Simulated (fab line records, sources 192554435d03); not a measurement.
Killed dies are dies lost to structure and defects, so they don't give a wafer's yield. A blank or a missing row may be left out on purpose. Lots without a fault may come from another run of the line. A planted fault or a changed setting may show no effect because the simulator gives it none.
Split-lot experiment | flow n5_finfet | 7 lots, 21 wafers read, on a route of 1938 steps

THE SPLIT
At N5_BEOL_M10_COAT_05 (resist thk 90 nm), the setting spin_rpm was moved away from the recipe's 1500 rpm on 6 of the 21 wafers read, by -4.4% to +6.3%. The other wafers ran this setting at the recipe's value.

FROM THE SPLIT TO THE READING: what the file shows between them, 3 steps
- N5_BEOL_M10_EBR_07
- N5_BEOL_M10_SOFTBAKE_06: time 60 s
- N5_BEOL_M10_DESCUM_16: chemistry O2, time 7.9 s

THE READING
CAR-ArF_of_BEOL_M10_COAT_05.thk_nm (the simulator's own value, which no gauge read), in nm, at N5_BEOL_M10_ETCH_61 (etches SiARC in CF4, target depth 39 nm, time 65 s). The file gives no usual value for it. The 15 wafers here that ran the recipe average 55.5 nm, standard deviation 0.99 nm.

wafer  | tool, chamber at the split | spin_rpm as run, rpm | against the recipe | CAR-ArF_of_BEOL_M10_COAT_05.thk_nm, nm | against lot-mates on the recipe
L081.1 | litho_track-04, 0          | 1500                 | recipe             | 55.4                                   | -
L081.2 | litho_track-04, 0          | 1500                 | recipe             | 55.4                                   | -
L081.3 | litho_track-04, 0          | 1500                 | recipe             | 55.6                                   | -
L083.2 | litho_track-03, 0          | 1579                 | +5.3%              | 53.4                                   | -0.7
L083.3 | litho_track-03, 0          | 1500                 | recipe             | 54                                     | -
L083.6 | litho_track-03, 0          | 1500                 | recipe             | 54.2                                   | -
L082.2 | litho_track-04, 0          | 1500                 | recipe             | 55.2                                   | -
L082.6 | litho_track-04, 0          | 1500                 | recipe             | 55.2                                   | -
L082.4 | litho_track-04, 0          | 1500                 | recipe             | 55.4                                   | -
L085.1 | litho_track-01, 0          | 1500                 | recipe             | 55.4                                   | -
L085.2 | litho_track-01, 0          | 1454                 | -3.1%              | 56.2                                   | +0.9
L085.5 | litho_track-01, 0          | 1500                 | recipe             | 55.2                                   | -
L087.3 | litho_track-04, 0          | 1500                 | recipe             | 57.2                                   | -
L087.4 | litho_track-04, 0          | 1500                 | recipe             | 57.2                                   | -
L087.5 | litho_track-04, 0          | 1500                 | recipe             | 57.2                                   | -
L091.1 | litho_track-01, 0          | 1434                 | -4.4%              | 58                                     | +2.4
L091.2 | litho_track-01, 0          | 1434                 | -4.4%              | 57.8                                   | +2.2
L091.6 | litho_track-01, 0          | 1500                 | recipe             | 55.6                                   | -
L093.3 | litho_track-03, 0          | 1594                 | +6.3%              | 52.6                                   | -1.6
L093.4 | litho_track-03, 0          | 1500                 | recipe             | 54.2                                   | -
L093.5 | litho_track-03, 0          | 1594                 | +6.3%              | 51.8                                   | -2.4

THE FIT
A straight line over all 21 wafers: CAR-ArF_of_BEOL_M10_COAT_05.thk_nm changes by -0.489 nm for each +1% of spin_rpm; r = -0.83; the points scatter about the line by 0.92 nm.
The same after taking each lot's own level away (the mean of its wafers on the recipe; 21 wafers): -0.34 nm for each +1%; r = -0.93; scatter 0.37 nm.
On that fit, the largest move of spin_rpm shifts the reading by 2.1 nm.
The lots' own levels span 54.10 to 57.20 nm, that is 3.1 times the standard deviation above.
So the lot-to-lot level changes the slope: the two fits differ.
Check: with one of the wafers moved furthest among these (+6.3%) left out of the fit, the line predicts -2.16 nm for it against its lot-mates. It came out at -1.6 nm against them.

OTHER SPLITS ON THESE WAFERS
These wafers also went through other splits before the reading. Each is held against what the fit with the lots' levels taken away leaves over:
other split on the same wafers   | wafers away from the commonest value | r with CAR-ArF_of_BEOL_M10_COAT_05.thk_nm (lot level and that fit taken away)
N5_BEOL_M8_EXPOSE_25 dose_mj     | 9                                    | +0.33
N5_BEOL_M9_ETCH_66 bias_w        | 6                                    | -0.08
N5_BEOL_M9_TRENCH_ETCH_37 bias_w | 5                                    | +0.10
N5_BEOL_M10_COAT_60 spin_rpm     | 9                                    | +0.03

THE WHOLE CHAIN: every reading that the file lists as answering this split, in the file's order
step                | what it does                                       | reading                                                                             | change (the file's fit)               | r (the file's)
N5_BEOL_M10_COAT_05 | resist thk 90 nm                                   | CAR-ArF_of_BEOL_M10_COAT_05.thk_nm (the simulator's own value, which no gauge read) | -0.444 nm for each +1% of the setting | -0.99
N5_BEOL_M10_ETCH_61 | etches SiARC in CF4, target depth 39 nm, time 65 s | CAR-ArF_of_BEOL_M10_COAT_05.thk_nm (the simulator's own value, which no gauge read) | -0.304 nm for each +1% of the setting | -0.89

THE FILE'S OWN FIT
CAR-ArF_of_BEOL_M10_COAT_05.thk_nm changes by -0.304 nm for each +1% of spin_rpm, r = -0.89.
